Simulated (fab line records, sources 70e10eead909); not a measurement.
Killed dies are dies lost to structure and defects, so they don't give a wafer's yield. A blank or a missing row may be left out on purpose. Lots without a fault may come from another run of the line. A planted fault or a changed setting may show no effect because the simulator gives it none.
Chamber matching | flow nand_harc | NHARC_A_STAIRCASE_DESCUM_312 on rie_diel-10: 4 sister chambers
The step chemistry O2, time 3 s. 14 wafers are shown with their chamber, then 7 later ones without.

WAFERS WITH THEIR CHAMBER
wafer  | chamber | drypump_motor_current_A (A) | oes_product_au (a.u.) | throttle_valve_pct (%)
L074.2 | 3       | 6.2                         | 0.993                 | 11.308
L074.3 | 2       | 5.5                         | 1.016                 | 11.305
L074.5 | 1       | 6.1                         | 0.987                 | 11.311
L077.2 | 0       | 6.3                         | 1.008                 | 11.297
L077.4 | 2       | 5.5                         | 1.016                 | 11.307
L077.6 | 1       | 6.1                         | 0.997                 | 11.323
L081.2 | 3       | 6.1                         | 1.003                 | 11.305
L081.4 | 0       | 6.3                         | 1.018                 | 11.296
L081.6 | 2       | 5.5                         | 1.012                 | 11.308
L085.2 | 2       | 5.5                         | 1.017                 | 11.314
L085.3 | 0       | 6.3                         | 1.014                 | 11.307
L085.5 | 1       | 6.1                         | 0.996                 | 11.317
L089.2 | 3       | 6.1                         | 1.023                 | 11.309
L089.3 | 2       | 5.5                         | 1.025                 | 11.323

SIGNATURES (means of the wafers above)
reading                 | chamber 0 | chamber 1 | chamber 2 | chamber 3 | scatter within a chamber
drypump_motor_current_A | 6.300     | 6.100     | 5.500     | 6.133     | 0.0258
oes_product_au          | 1.01333   | 0.99333   | 1.01720   | 1.00633   | 0.00818
throttle_valve_pct      | 11.30000  | 11.31700  | 11.31140  | 11.30733  | 0.00607
Rule: a wafer's distance from a chamber is the root of the sum, over the readings, of the square of ((its reading less the chamber's mean) divided by the reading's scatter). The wafer belongs to the nearest chamber; if the next one is less than 2 further off, it can't be placed. The scatter: the root of (the sum of the squares of (reading less its chamber's mean) over the shown wafers, divided by (wafers less chambers)).

WAFERS WITHOUT THEIR CHAMBER
wafer  | drypump_motor_current_A (A) | oes_product_au (a.u.) | throttle_valve_pct (%)
L089.4 | 6.2                         | 1.002                 | 11.323
L095.1 | 6.3                         | 1.009                 | 11.301
L095.4 | 5.5                         | 1.016                 | 11.316
L095.5 | 6.2                         | 1.008                 | 11.314
L096.2 | 6.2                         | 1.003                 | 11.316
L096.4 | 6.1                         | 0.989                 | 11.305
L096.5 | 6.1                         | 1.003                 | 11.327

WHICH CHAMBER EACH WENT THROUGH
wafer  | from the rows above          | in truth
L089.4 | can't be placed: 3 or 1 or 0 | 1
L095.1 | 0                            | 0
L095.4 | 2                            | 2
L095.5 | can't be placed: 3 or 1 or 0 | 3
L096.2 | can't be placed: 3 or 1 or 0 | 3
L096.4 | can't be placed: 1 or 3      | 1
L096.5 | can't be placed: 1 or 3      | 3
Placed correctly: 2 of 7. Can't be placed from these rows: 5 (the true chamber is among the candidates in 5). Placed wrongly: 0.
